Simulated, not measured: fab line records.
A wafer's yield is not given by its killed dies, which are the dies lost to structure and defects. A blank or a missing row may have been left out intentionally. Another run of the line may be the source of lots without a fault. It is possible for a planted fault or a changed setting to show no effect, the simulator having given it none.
Split-lot study ; flow n5-finfet ; route with 1938 steps; 7 lots, 21 wafers read

## SPLIT DETAILS
At N5_BEOL_M6_COAT_22 (resist thk 30 nm), the setting spin-rpm was moved away from the recipe's 1500 rpm on 5 of the 21 wafers read, by -5.6% to +8.7%. All remaining wafers had this setting at the recipe value.

The reading is taken at the split's own step.

## THE READING
CAR-EUV_of_BEOL_M6_COAT_22.thk-nm (the simulator's own value, which no gauge read), in nm, at N5_BEOL_M6_COAT_22 (resist thk 30 nm). The file does not state a usual value for it. Here, 16 wafers ran the recipe; their average is 30.0 nm with a standard deviation of 0.048 nm.

wafer;tool, chamber at the split;spin-rpm as run, rpm;against the recipe;CAR-EUV_of_BEOL_M6_COAT_22.thk-nm, nm;against lot-mates on the recipe
L077.2;litho-track-03, 0;1500;recipe;30;-
L077.4;litho-track-03, 0;1500;recipe;30;-
L077.3;litho-track-03, 0;1598;+6.5%;29;-1.0
L082.1;litho-track-02, 0;1500;recipe;30;-
L082.2;litho-track-02, 0;1500;recipe;30;-
L082.3;litho-track-02, 0;1500;recipe;30;-
L084.4;litho-track-03, 0;1500;recipe;30;-
L084.5;litho-track-03, 0;1500;recipe;30;-
L084.6;litho-track-03, 0;1500;recipe;30;-
L083.1;litho-track-02, 0;1500;recipe;30;-
L083.6;litho-track-02, 0;1500;recipe;30;-
L083.2;litho-track-02, 0;1596;+6.4%;29;-1.0
L085.1;litho-track-03, 0;1500;recipe;30;-
L085.5;litho-track-03, 0;1500;recipe;30;-
L085.3;litho-track-03, 0;1500;recipe;30.2;-
L087.1;litho-track-03, 0;1416;-5.6%;30.8;+0.8
L087.4;litho-track-03, 0;1500;recipe;30;-
L087.5;litho-track-03, 0;1500;recipe;30;-
L096.3;litho-track-01, 0;1631;+8.7%;28.8;-1.2
L096.5;litho-track-01, 0;1631;+8.7%;28.8;-1.2
L096.4;litho-track-01, 0;1500;recipe;30;-

THE FIT
A straight line over all 21 wafers: CAR-EUV_of_BEOL_M6_COAT_22.thk-nm changes by -0.144 nm for each +1% of spin-rpm; r = -0.99; the points scatter about the line by 0.054 nm.
The same after taking each lot's own level away (the mean of its wafers on the recipe; 21 wafers): -0.143 nm for each +1%; r = -1.00; scatter 0.047 nm.
The reading moves by 1.3 nm for the largest change in spin-rpm, on that fit.
Across the lots, their own levels run from 30.00 to 30.07 nm, a range of 1.4 times the standard deviation given above.
The two slopes are in agreement: the lot-to-lot level therefore moves the slope only a little.
Check: -1.27 nm against its lot-mates is what the line predicts for one of the wafers moved furthest among these (+8.7%) when that wafer is left out of the fit. Against them it came out at -1.2 nm.

## THE OTHER SPLITS THESE WAFERS WENT THROUGH
Other splits were also applied to these wafers ahead of the reading. Each is held against what the fit with the lots' levels taken away leaves over:
other split on the same wafers;wafers away from the commonest value;r with CAR-EUV_of_BEOL_M6_COAT_22.thk-nm (lot level and that fit taken away)
N5_BEOL_M2_ILD_DEP_00 time-s;7;-0.19
N5_BEOL_M3_ILD_DEP_00 time-s;4;+0.09
N5_BEOL_M4_COAT_68 spin-rpm;9;-0.11
N5_BEOL_M4_EXPOSE_25 dose-mj;5;-0.01
N5_BEOL_M5_COAT_74 spin-rpm;4;-0.18
N5_BEOL_M5_COAT_22 spin-rpm;12;+0.07

## THE FILE'S OWN FIT
CAR-EUV_of_BEOL_M6_COAT_22.thk-nm changes by -0.146 nm for each +1% of spin-rpm, r = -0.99.
